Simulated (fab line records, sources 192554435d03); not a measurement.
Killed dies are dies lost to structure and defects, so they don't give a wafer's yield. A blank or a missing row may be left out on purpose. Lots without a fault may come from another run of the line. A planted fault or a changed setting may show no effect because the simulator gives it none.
Chamber matching | flow n5_finfet | N5_GATE_CUT_ETCH_58 on rie_diel-06: 4 sister chambers
The step etches SiNx in CH3F/O2, target depth 17 nm, time 128.6 s. 16 wafers are shown with their chamber, then 8 later ones without.

WAFERS WITH THEIR CHAMBER
wafer  | chamber | drypump_motor_current_A (A) | oes_product_au (a.u.) | throttle_valve_pct (%)
L075.1 | 3       | 5.8                         | 0.66                  | 16.28
L075.2 | 0       | 5.7                         | 0.72                  | 16.33
L075.3 | 1       | 5.9                         | 0.71                  | 16.78
L076.3 | 3       | 5.8                         | 0.67                  | 16.28
L076.4 | 2       | 5.2                         | 0.86                  | 16.39
L076.6 | 0       | 5.8                         | 0.72                  | 16.32
L080.1 | 2       | 5.2                         | 0.85                  | 16.41
L080.4 | 0       | 5.7                         | 0.70                  | 16.34
L080.5 | 2       | 5.2                         | 0.85                  | 16.40
L081.3 | 2       | 5.2                         | 0.85                  | 16.44
L081.5 | 0       | 5.7                         | 0.71                  | 16.36
L081.6 | 3       | 5.8                         | 0.66                  | 16.31
L083.2 | 2       | 5.2                         | 0.84                  | 16.42
L083.5 | 2       | 5.2                         | 0.85                  | 16.44
L083.6 | 3       | 5.8                         | 0.66                  | 16.32
L084.1 | 0       | 5.7                         | 0.70                  | 16.36

SIGNATURES (means of the wafers above)
reading                 | chamber 0 | chamber 1 | chamber 2 | chamber 3 | scatter within a chamber
drypump_motor_current_A | 5.720     | 5.900     | 5.200     | 5.800     | 0.0258
oes_product_au          | 0.7100    | 0.7100    | 0.8500    | 0.6625    | 0.0075
throttle_valve_pct      | 16.3420   | 16.7800   | 16.4167   | 16.2975   | 0.0198
Rule: a wafer's distance from a chamber is the root of the sum, over the readings, of the square of ((its reading less the chamber's mean) divided by the reading's scatter). The wafer belongs to the nearest chamber; if the next one is less than 2 further off, it can't be placed. The scatter: the root of (the sum of the squares of (reading less its chamber's mean) over the shown wafers, divided by (wafers less chambers)).

WAFERS WITHOUT THEIR CHAMBER
wafer  | drypump_motor_current_A (A) | oes_product_au (a.u.) | throttle_valve_pct (%)
L084.3 | 5.2                         | 0.85                  | 16.42
L084.6 | 5.7                         | 0.71                  | 16.36
L091.1 | 5.9                         | 0.70                  | 16.84
L091.4 | 5.8                         | 0.93                  | 15.80
L091.6 | 5.7                         | 0.70                  | 16.38
L097.1 | 5.8                         | 0.90                  | 15.84
L097.2 | 5.2                         | 0.82                  | 16.47
L097.4 | 5.7                         | 0.68                  | 16.40

WHICH CHAMBER EACH WENT THROUGH
wafer  | from the rows above     | in truth
L084.3 | 2                       | 2
L084.6 | 0                       | 0
L091.1 | 1                       | 1
L091.4 | can't be placed: 0 or 2 | 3
L091.6 | 0                       | 0
L097.1 | can't be placed: 0 or 2 | 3
L097.2 | 2                       | 2
L097.4 | can't be placed: 0 or 3 | 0
Placed correctly: 5 of 8. Can't be placed from these rows: 3 (the true chamber is among the candidates in 1). Placed wrongly: 0.
